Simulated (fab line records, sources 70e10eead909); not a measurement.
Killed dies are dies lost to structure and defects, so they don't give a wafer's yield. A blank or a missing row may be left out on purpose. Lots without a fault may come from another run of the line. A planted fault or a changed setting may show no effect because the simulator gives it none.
Which tool did it? | flow nand_harc | 12 lots, 36 wafers sampled, at 6 steps of a route of 1302

WHAT THE GAUGES READ, wafer by wafer
NHARC_A_ONON_D2_THK_MEAS_24: measures by ellipsometry.
lot  | measured     | on            | thk_nm (nm)
L103 | day 12 22:53 | film_metro-01 | 1007 1006 1006
L104 | day 13 18:38 | film_metro-01 | 1000 1002 1000
L105 | day 14 07:54 | film_metro-02 | 1000 999 998
L114 | day 18 03:35 | film_metro-02 | 1001 1002 1003
L116 | day 18 21:13 | film_metro-02 | 992 992 992
L117 | day 19 11:02 | film_metro-01 | 1002 1000 1001
L118 | day 19 19:21 | film_metro-02 | 1004 1005 1006
L120 | day 20 12:50 | film_metro-02 | 1001 999 997
L121 | day 21 00:22 | film_metro-01 | 997 998 997
L124 | day 21 15:58 | film_metro-01 | 992 992 993
L123 | day 21 16:20 | film_metro-01 | 991 992 993
L125 | day 22 09:07 | film_metro-01 | 1007 1006 1007

NHARC_A_CHANNEL_HOLE_D2_CD_MEAS_31.
lot  | measured     | on        | cd_nm (nm)
L103 | day 13 10:04 | cd_sem-03 | 90.0 90.5 88.9
L104 | day 14 05:53 | cd_sem-02 | 92.6 88.0 90.6
L105 | day 14 22:16 | cd_sem-01 | 89.9 90.2 88.3
L114 | day 18 15:04 | cd_sem-01 | 89.4 90.8 89.8
L116 | day 19 08:30 | cd_sem-01 | 88.8 88.3 89.2
L117 | day 19 22:13 | cd_sem-03 | 92.1 89.8 92.5
L118 | day 20 08:32 | cd_sem-03 | 92.2 90.7 90.1
L120 | day 21 01:42 | cd_sem-01 | 91.1 88.3 89.7
L121 | day 21 13:53 | cd_sem-01 | 89.3 92.4 91.1
L124 | day 22 03:13 | cd_sem-01 | 91.6 90.6 92.9
L123 | day 22 03:50 | cd_sem-01 | 88.9 89.5 89.9
L125 | day 22 23:16 | cd_sem-03 | 91.8 93.9 91.3

NHARC_A_CHANNEL_HOLE_D2_INSPECT_40.
lot  | measured     | on                | raw_defect_count
L103 | day 13 10:16 | defect_inspect-02 | 391 276 271
L104 | day 14 06:05 | defect_inspect-01 | 426 727 755
L105 | day 14 22:28 | defect_inspect-01 | 413 896 748
L114 | day 18 15:16 | defect_inspect-01 | 249 333 331
L116 | day 19 08:41 | defect_inspect-02 | 229 313 250
L117 | day 19 22:25 | defect_inspect-02 | 319 300 322
L118 | day 20 08:43 | defect_inspect-02 | 285 256 378
L120 | day 21 01:53 | defect_inspect-02 | 227 260 290
L121 | day 21 14:05 | defect_inspect-02 | 164 217 266
L124 | day 22 03:23 | defect_inspect-01 | 230 391 351
L123 | day 22 04:01 | defect_inspect-01 | 321 399 263
L125 | day 22 23:27 | defect_inspect-02 | 168 155 242

NHARC_END_SORT_01.
lot  | measured     | on        | killed_at_array | killed_at_other | killed_at_periphery | killed_dies | killed_open | killed_short
L104 | day 25 09:55 | prober-01 | 55 88 81        | 0 0 0           | 10 14 13            | 65 102 94   | 2 0 3       | 3 2 3
L105 | day 25 17:43 | prober-01 | 47 102 64       | 0 0 0           | 6 3 2               | 53 105 66   | 0 1 3       | 0 4 0

WHICH TOOL RAN EACH LOT (tool, then ch and the chambers of the sampled wafers, then the start)
lot  | NHARC_A_CHANNEL_HOLE_D2_ETCH_26  | NHARC_A_CHANNEL_FILL_D2_ALD_16
L103 | har_etch-02 ch 0,1, day 13 08:20 | ald_hk-02 ch 0,1,2, day 13 22:43
L104 | har_etch-02 ch 0,1, day 14 04:10 | ald_hk-02 ch 0,1,2, day 14 18:40
L105 | har_etch-02 ch 0,1, day 14 20:22 | ald_hk-02 ch 0,1,2, day 15 11:17
L114 | har_etch-02 ch 0,1, day 18 13:21 | ald_hk-02 ch 0,1,2, day 19 03:38
L116 | har_etch-01 ch 0,1, day 19 06:47 | ald_hk-04 ch 2,3, day 19 21:49
L117 | har_etch-02 ch 0,1, day 19 20:34 | ald_hk-04 ch 1,2,3, day 20 10:53
L118 | har_etch-01 ch 0,1, day 20 06:51 | ald_hk-03 ch 1,2, day 20 21:08
L120 | har_etch-02 ch 0,1, day 20 23:58 | ald_hk-04 ch 0,3, day 21 15:39
L121 | har_etch-02 ch 0,1, day 21 12:11 | ald_hk-02 ch 0,1,2, day 22 03:26
L124 | har_etch-01 ch 0,1, day 22 01:31 | ald_hk-04 ch 1,2, day 22 16:43
L123 | har_etch-02 ch 0,1, day 22 02:07 | ald_hk-04 ch 0,1,2, day 22 16:53
L125 | har_etch-02 ch 0,1, day 22 21:32 | ald_hk-04 ch 0,2,3, day 23 11:50
- NHARC_A_CHANNEL_HOLE_D2_ETCH_26: etches the open film in C4F8/O2/Ar, time 224.1 s, target depth 300 nm.
- NHARC_A_CHANNEL_FILL_D2_ALD_16: deposits SiO2, target thk 1.5 nm, pulse time 10 s, ald cycles 15.

WHAT THE TOOLS THEMSELVES READ (means of the sampled wafers that have a number; where no wafer has one, the mark that the record gives instead)
NHARC_A_CHANNEL_HOLE_D2_ETCH_26.
lot  | tool        | drypump_motor_current_A (A) | showerhead_plenum_p_Torr (Torr) | temp_c (C) | throttle_valve_pct (%)
L103 | har_etch-02 | 5.6                         | 3.64                            | -20.01     | 24.580
L104 | har_etch-02 | 5.5                         | 3.63                            | -20.00     | 24.584
L105 | har_etch-02 | 5.6                         | 3.58                            | -20.03     | 24.580
L114 | har_etch-02 | 5.6                         | 3.87                            | -20.01     | 24.580
L116 | har_etch-01 | 6.4                         | 3.63                            | -20.04     | 24.577
L117 | har_etch-02 | 5.6                         | 3.86                            | -20.02     | 24.578
L118 | har_etch-01 | 6.5                         | 3.62                            | -19.93     | 24.583
L120 | har_etch-02 | 5.6                         | 3.74                            | -19.97     | 24.585
L121 | har_etch-02 | 5.6                         | 3.74                            | -20.07     | 24.582
L124 | har_etch-01 | 6.4                         | 3.61                            | -19.97     | 24.581
L123 | har_etch-02 | 5.6                         | 3.73                            | -20.05     | 24.588
L125 | har_etch-02 | 5.5                         | 3.73                            | -20.00     | 24.593

NHARC_A_CHANNEL_FILL_D2_ALD_16.
lot  | tool      | heater_power_w (W) | precursor_pulse_height_rel
L103 | ald_hk-02 | 461                | 1.009
L104 | ald_hk-02 | 465                | 1.022
L105 | ald_hk-02 | 468                | 0.998
L114 | ald_hk-02 | 445                | 0.987
L116 | ald_hk-04 | 497                | 1.002
L117 | ald_hk-04 | 514                | 1.005
L118 | ald_hk-03 | 526                | 1.019
L120 | ald_hk-04 | 471                | 1.006
L121 | ald_hk-02 | 443                | 1.004
L124 | ald_hk-04 | 536                | 0.996
L123 | ald_hk-04 | 536                | 1.002
L125 | ald_hk-04 | 517                | 0.992

THE ANSWER, worked out from the rows above alone
Rule: what is usual is taken from the lots themselves. Put in order of their means at a reading, lots are off if they are a third of the lots or fewer, leave a main group of 4 or more, and stand apart from it by a gap of 3 or more times the standard deviation of the main group's means; of several such gaps the widest counts. A main group whose means are all the same, to the digits that the tables above print for the reading, isn't used. A lot without any number at a reading at which 4 lots or more have one is off too. The other lots that the step has rows for count as sound. The gauges are gone through in route order, then the tools' own readings, and for those a lot's mean is taken as printed above. The first step at which some lot is off is used, and at that step the reading that is off furthest; a lot without a number counts as furthest.
Off: L104, L105, at NHARC_A_CHANNEL_HOLE_D2_INSPECT_40 (raw_defect_count). The main group: mean 282, standard deviation 46.
A tool fits if, at a process step before that reading, it ran every lot that is off, and no sound lot after the first of them. The gauges at NHARC_A_CHANNEL_HOLE_D2_INSPECT_40 are tried like those tools. None of those tried fits.

WHAT THE SIMULATOR HAD PUT IN
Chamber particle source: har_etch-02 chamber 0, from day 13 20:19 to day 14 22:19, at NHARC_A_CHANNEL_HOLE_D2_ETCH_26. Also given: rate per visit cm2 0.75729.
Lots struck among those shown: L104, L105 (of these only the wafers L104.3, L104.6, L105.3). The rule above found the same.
